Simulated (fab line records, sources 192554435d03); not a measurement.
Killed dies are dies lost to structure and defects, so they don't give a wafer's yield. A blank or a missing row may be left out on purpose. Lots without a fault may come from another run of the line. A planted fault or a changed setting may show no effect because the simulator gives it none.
Which tool did it? | flow n5_finfet | 10 lots, 30 wafers sampled, at 5 steps of a route of 1938

WHAT THE GAUGES READ, wafer by wafer
N5_BEOL_M4_CD_MEAS_35: target cd 18 nm, target cd y 22.4 nm. Usual: cd_nm 18.1 nm, standard deviation 0.32.
lot  | measured     | on        | cd_nm (nm)     | flag
L326 | day 8 14:45  | cd_sem-03 | 18.2 18.2 18.3 |
L331 | day 10 13:03 | cd_sem-03 | 18.3 18.0 18.6 |
L330 | day 10 17:53 | cd_sem-03 | 17.8 18.1 18.2 |
L333 | day 11 01:32 | cd_sem-01 | 18.1 18.0 17.8 |
L335 | day 11 04:27 | cd_sem-01 | 18.1 17.7 18.1 |
L336 | day 11 16:39 | cd_sem-03 | 18.0 18.6 18.5 |
L344 | day 14 14:47 | cd_sem-02 | 17.8 18.4 18.7 |
L345 | day 14 14:56 | cd_sem-01 | 18.2 17.4 17.6 |
L346 | day 14 21:39 | cd_sem-03 | 18.3 18.1 18.5 |
L347 | day 15 00:37 | cd_sem-01 | 17.8 17.7 17.9 |

N5_BEOL_M4_RC_MEAS_101. Usual: DIBL_N 35.1 mV/V, standard deviation 1.6; DIBL_P 34.9 mV/V, standard deviation 1.8; IOFF_N 0.143 nA/um, standard deviation 0.026; IOFF_P 0.21 nA/um, standard deviation 0.037; ION_N 671 uA/um, standard deviation 11; ION_P 463 uA/um, standard deviation 7.8; SS_N 71.2 mV/dec, standard deviation 0.58; SS_P 73.0 mV/dec, standard deviation 0.54; VT_N 251 mV, standard deviation 3; VT_P -250 mV, standard deviation 4.1.
lot  | measured     | on        | DIBL_N (mV/V)  | DIBL_P (mV/V)  | IOFF_N (nA/um)    | IOFF_P (nA/um) | ION_N (uA/um) | ION_P (uA/um) | SS_N (mV/dec)  | SS_P (mV/dec)  | VT_N (mV)   | VT_P (mV)      | flag
L326 | day 8 23:17  | prober-02 | 32.9 34.7 35.1 | 32.2 34.7 35.1 | 0.110 0.137 0.147 | 0.18 0.21 0.22 | 663 678 680   | 462 472 464   | 69.8 70.9 71.3 | 72.5 72.8 72.7 | 255 250 252 | -249 -248 -249 |
L331 | day 10 21:08 | prober-01 | 35.0 34.8 35.4 | 34.1 33.8 34.2 | 0.118 0.119 0.134 | 0.16 0.15 0.16 | 657 654 675   | 451 450 453   | 71.6 71.5 71.7 | 72.6 72.9 72.6 | 257 255 253 | -256 -261 -255 |
L330 | day 11 01:00 | prober-01 | 34.3 35.9 33.5 | 35.1 36.5 34.4 | 0.135 0.155 0.131 | 0.20 0.23 0.20 | 681 691 668   | 467 467 469   | 71.2 71.6 71.2 | 73.2 73.7 72.3 | 254 251 252 | -248 -246 -250 |
L333 | day 11 08:31 | prober-02 | 35.2 36.0 34.7 | 34.4 35.8 34.0 | 0.143 0.156 0.136 | 0.19 0.21 0.19 | 676 678 671   | 462 466 462   | 71.2 72.0 71.2 | 73.3 74.1 73.2 | 252 249 251 | -253 -250 -253 |
L335 | day 11 10:08 | prober-01 | 34.9 35.5 34.3 | 33.6 35.2 33.2 | 0.126 0.131 0.118 | 0.17 0.18 0.16 | 671 661 664   | 460 459 454   | 71.2 70.9 70.7 | 72.4 73.8 72.8 | 255 254 254 | -254 -254 -256 |
L336 | day 11 23:14 | prober-02 | 36.7 38.4 38.0 | 36.5 37.9 37.9 | 0.161 0.194 0.191 | 0.26 0.30 0.30 | 684 687 692   | 474 478 478   | 71.2 72.3 71.5 | 73.9 73.7 73.6 | 250 246 248 | -244 -242 -239 |
L344 | day 14 18:48 | prober-01 | 34.3 37.4 36.3 | 33.8 38.1 36.9 | 0.121 0.175 0.154 | 0.19 0.26 0.23 | 656 675 674   | 450 472 472   | 71.3 71.4 71.2 | 72.6 73.6 72.7 | 253 249 251 | -251 -247 -250 |
L345 | day 14 19:01 | prober-02 | 38.4 33.5 35.1 | 38.9 34.8 36.8 | 0.223 0.133 0.157 | 0.25 0.19 0.21 | 674 675 681   | 451 461 466   | 72.7 70.7 70.6 | 74.1 72.9 73.5 | 250 252 248 | -248 -248 -252 |
L346 | day 15 03:55 | prober-01 | 37.5 35.5 36.4 | 36.4 34.0 35.6 | 0.162 0.135 0.157 | 0.26 0.23 0.25 | 673 673 677   | 469 466 476   | 71.4 71.0 71.7 | 73.5 73.5 74.0 | 252 251 250 | -244 -247 -243 |
L347 | day 15 04:52 | prober-01 | 35.0 34.8 35.2 | 35.3 36.6 35.1 | 0.138 0.135 0.132 | 0.21 0.23 0.21 | 667 661 677   | 463 462 474   | 71.1 71.2 71.0 | 73.1 73.1 73.1 | 249 249 249 | -248 -247 -248 |

WHICH TOOL RAN EACH LOT (tool, then ch and the chambers of the sampled wafers, then the start)
lot  | N5_BEOL_M4_TRENCH_ETCH_37                     | N5_BEOL_M4_SURFACE_TREAT_85  | N5_BEOL_M4_CVD_47
L326 | rie_diel-05 ch 0,1,2, day 8 14:45 or earlier  | pvd_sputter-02, day 8 15:28  | cvd_co-01 ch 0,1, day 8 15:32
L331 | rie_diel-04 ch 0,2,3, day 10 13:03 or earlier | pvd_sputter-03, day 10 13:53 | cvd_co-02 ch 0,2, day 10 14:11
L330 | rie_diel-06 ch 1,3, day 10 17:53 or earlier   | pvd_sputter-02, day 10 18:22 | cvd_co-02 ch 0,1, day 10 18:25
L333 | rie_diel-04 ch 1,3, day 11 01:32 or earlier   | pvd_sputter-02, day 11 02:10 | cvd_co-02 ch 0,2, day 11 02:24
L335 | rie_diel-06 ch 0,2, day 11 04:27 or earlier   | pvd_sputter-02, day 11 05:22 | cvd_co-02 ch 0,1,2, day 11 05:25
L336 | rie_diel-04 ch 0,1,2, day 11 16:39 or earlier | pvd_sputter-02, day 11 19:57 | cvd_co-02 ch 0,2, day 11 20:02
L344 | rie_diel-04 ch 0,2,3, day 14 14:47 or earlier | pvd_sputter-03, day 14 15:35 | cvd_co-02 ch 0,1,2, day 14 15:43
L345 | rie_diel-06 ch 1,3, day 14 14:56 or earlier   | pvd_sputter-02, day 14 15:43 | cvd_co-02 ch 0,1,2, day 14 15:51
L346 | rie_diel-04 ch 2,3, day 14 21:39 or earlier   | pvd_sputter-03, day 14 22:16 | cvd_co-02 ch 0,1,2, day 14 22:35
L347 | rie_diel-04 ch 1,2,3, day 15 00:37 or earlier | pvd_sputter-02, day 15 01:33 | cvd_co-02 ch 0,1,2, day 15 01:38
- N5_BEOL_M4_TRENCH_ETCH_37: etches SiOC in C4F6/O2, target depth 55.555 nm, time 29.2 s.
- N5_BEOL_M4_SURFACE_TREAT_85
- N5_BEOL_M4_CVD_47: deposits Co from CCTBA/H2, target thk 3 nm, time 223.8 s.

WHAT THE TOOLS THEMSELVES READ (means of the sampled wafers that have a number; where no wafer has one, the mark that the record gives instead)
N5_BEOL_M4_TRENCH_ETCH_37. Usual: drypump_motor_current_A 5.71 A, standard deviation 0.27; oes_product_au 0.84 a.u., standard deviation 0.08; rf_vpp_V 672 V, standard deviation 13; showerhead_plenum_p_Torr 2.90 Torr, standard deviation 0.1; throttle_valve_pct 20.77 %, standard deviation 0.23.
lot  | tool        | drypump_motor_current_A (A) | oes_product_au (a.u.) | rf_vpp_V (V) | showerhead_plenum_p_Torr (Torr) | throttle_valve_pct (%) | flag
L326 | rie_diel-05 | 5.85                        | 0.84                  | 662          | 2.88                            | 20.61                  |
L331 | rie_diel-04 | 5.65                        | 0.73                  | 676          | 2.84                            | 21.03                  |
L330 | rie_diel-06 | 5.38                        | 0.91                  | 661          | 2.88                            | 20.50                  |
L333 | rie_diel-04 | 6.04                        | 0.90                  | 674          | 2.93                            | 20.78                  |
L335 | rie_diel-06 | 5.71                        | 0.84                  | 680          | 3.02                            | 20.70                  |
L336 | rie_diel-04 | 5.65                        | 0.85                  | 665          | 2.80                            | 20.87                  |
L344 | rie_diel-04 | 5.63                        | 0.90                  | 679          | 2.94                            | 20.81                  |
L345 | rie_diel-06 | 5.50                        | 0.82                  | 669          | 2.81                            | 20.66                  |
L346 | rie_diel-04 | 5.64                        | 0.92                  | 676          | 3.02                            | 20.95                  |
L347 | rie_diel-04 | 5.86                        | 0.89                  | 676          | 2.97                            | 20.88                  |

N5_BEOL_M4_CVD_47. Usual: chamber_pressure_Torr 30.00 Torr, standard deviation 0.067; run_length_s 246.8 s, standard deviation 0.48.
lot  | tool      | chamber_pressure_Torr (Torr) | run_length_s (s) | flag
L326 | cvd_co-01 | 30.02                        | 246.7            |
L331 | cvd_co-02 | 30.07                        | 247.4            |
L330 | cvd_co-02 | 29.94                        | 247.2            |
L333 | cvd_co-02 | 30.00                        | 208.7            | OFF
L335 | cvd_co-02 | 30.03                        | 208.6            | OFF
L336 | cvd_co-02 | 29.99                        | 208.5            | OFF
L344 | cvd_co-02 | 29.97                        | 246.9            |
L345 | cvd_co-02 | 29.98                        | 246.8            |
L346 | cvd_co-02 | 29.96                        | 247.0            |
L347 | cvd_co-02 | 30.01                        | 246.9            |

THE ANSWER, worked out from the rows above alone
Rule: a lot is off if the mean of its wafers that have a number lies more than 3 standard deviations from the usual mean. A lot without any number at a reading at which 4 lots or more have one is off too. The other lots that the step has rows for count as sound. The gauges are gone through in route order, then the tools' own readings, and for those a lot's mean is taken as printed above. The first step at which some lot is off is used, and at that step the reading that is off furthest; a lot without a number counts as furthest.
Off: L333, L335, L336, at N5_BEOL_M4_CVD_47 (run_length_s).
A tool fits if, at that step or a process step before it, it ran every lot that is off, and no sound lot after the first of them. N5_BEOL_M4_TRENCH_ETCH_37 gives no start for some lots, so the hours and the order of its lots are those of N5_BEOL_M4_CD_MEAS_35. None of those tried fits.

WHAT THE SIMULATOR HAD PUT IN
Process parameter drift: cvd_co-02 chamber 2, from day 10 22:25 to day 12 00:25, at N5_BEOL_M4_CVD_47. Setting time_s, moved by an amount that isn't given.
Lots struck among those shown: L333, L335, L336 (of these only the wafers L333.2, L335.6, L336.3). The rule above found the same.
